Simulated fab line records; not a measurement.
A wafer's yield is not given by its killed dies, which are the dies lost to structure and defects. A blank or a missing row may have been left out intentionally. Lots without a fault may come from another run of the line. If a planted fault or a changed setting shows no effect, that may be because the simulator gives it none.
The tool behind it: which one? | flow nand-harc | 11 lots with 33 wafers sampled at 3 steps, on a route of 1302 steps

WHAT THE GAUGES SHOWED, per wafer
NHARC_END_WLT_00.
lot  | measured     | on        | VT_DECK2_MIDDLE_INNER
L725 | day 25 06:11 | prober-02 | 0.881 0.883 0.869
L726 | day 25 15:47 | prober-01 | 0.883 0.896 0.877
L728 | day 26 03:04 | prober-01 | 0.891 0.887 0.886
L730 | day 27 12:01 | prober-01 | 0.886 0.894 0.880
L735 | day 29 08:58 | prober-02 | 6.033 6.040 5.949 6.006 5.991 6.023
L736 | day 30 06:02 | prober-01 | 6.016 6.005 5.969 5.933 6.000 5.972
L737 | day 30 06:02 | prober-02 | 6.024 5.989 5.993 6.016 6.027 5.987
L741 | day 31 23:26 | prober-01 | 0.882 0.884 0.887
L743 | day 31 23:27 | prober-02 | 0.888 0.892 0.898
L745 | day 33 06:44 | prober-01 | 0.888 0.880 0.885
L746 | day 34 08:04 | prober-02 | 0.889 0.882 0.881

TOOL THAT RAN EACH LOT (tool first, then ch and the chambers of the sampled wafers, then the start)
lot  | NHARC_A_CHANNEL_FILL_D2_ALD_02   | NHARC_A_CHANNEL_FILL_D2_ALD_14
L725 | ald-hk-02 ch 0,1,3, day 14 09:27 | ald-hk-02 ch 1,2,3, day 14 16:31
L726 | ald-hk-02 ch 1,2,3, day 15 04:31 | ald-hk-01 ch 0,3, day 15 11:32
L728 | ald-hk-01 ch 1,2,3, day 15 20:28 | ald-hk-02 ch 0,1,2, day 16 03:28
L730 | ald-hk-04 ch 0,1,2, day 16 08:55 | ald-hk-02 ch 0,2,3, day 16 15:56
L735 | ald-hk-02 ch 0,1,2, day 18 19:28 | ald-hk-01 ch 0,1,3, day 19 02:25
L736 | ald-hk-02 ch 1,3, day 19 17:31   | ald-hk-02 ch 0,1,3, day 20 00:29
L737 | ald-hk-02 ch 0,1,3, day 19 21:38 | ald-hk-01 ch 0,1,2, day 20 04:43
L741 | ald-hk-01 ch 1,2,3, day 21 07:14 | ald-hk-04 ch 0,2,3, day 21 15:02
L743 | ald-hk-02 ch 0,1,2, day 21 15:27 | ald-hk-04 ch 0,1,2, day 21 23:43
L745 | ald-hk-01 ch 0,3, day 22 13:10   | ald-hk-01 ch 1,2,3, day 22 20:29
L746 | ald-hk-01 ch 2,3, day 23 13:19   | ald-hk-04 ch 0,1, day 23 22:05
- NHARC_A_CHANNEL_FILL_D2_ALD_02: deposits SiO2, target thk 6 nm, pulse time 10 s, ald cycles 60.
- NHARC_A_CHANNEL_FILL_D2_ALD_14: deposits SiO2, target thk 2.5 nm, pulse time 10 s, ald cycles 25.

THE ANSWER, worked out from the rows above alone
Rule: usual is defined by the lots themselves. The widest of any qualifying gaps counts: lots, ordered by their means at a reading, are off when they make up no more than a third of the lots, leave a main group of 4 or more, and stand apart from it by 3 or more times the standard deviation of that group's means. A main group is skipped when, at the precision printed for the reading in the tables above, its means are all equal. A lot without any number at a reading at which 4 lots or more have one is off too. Where the step has rows for the other lots, those lots are counted as sound.
Off: at NHARC_END_WLT_00 (VT_DECK2_MIDDLE_INNER), L735, L736, L737. The main group: mean 0.885, standard deviation 0.004.
A tool fits if, at a process step before that reading, it ran every lot that is off, and no sound lot after the first of them. The gauges at NHARC_END_WLT_00 are tried like those tools. Of those tried, none fits.

WHAT HAD BEEN PUT IN BY THE SIMULATOR
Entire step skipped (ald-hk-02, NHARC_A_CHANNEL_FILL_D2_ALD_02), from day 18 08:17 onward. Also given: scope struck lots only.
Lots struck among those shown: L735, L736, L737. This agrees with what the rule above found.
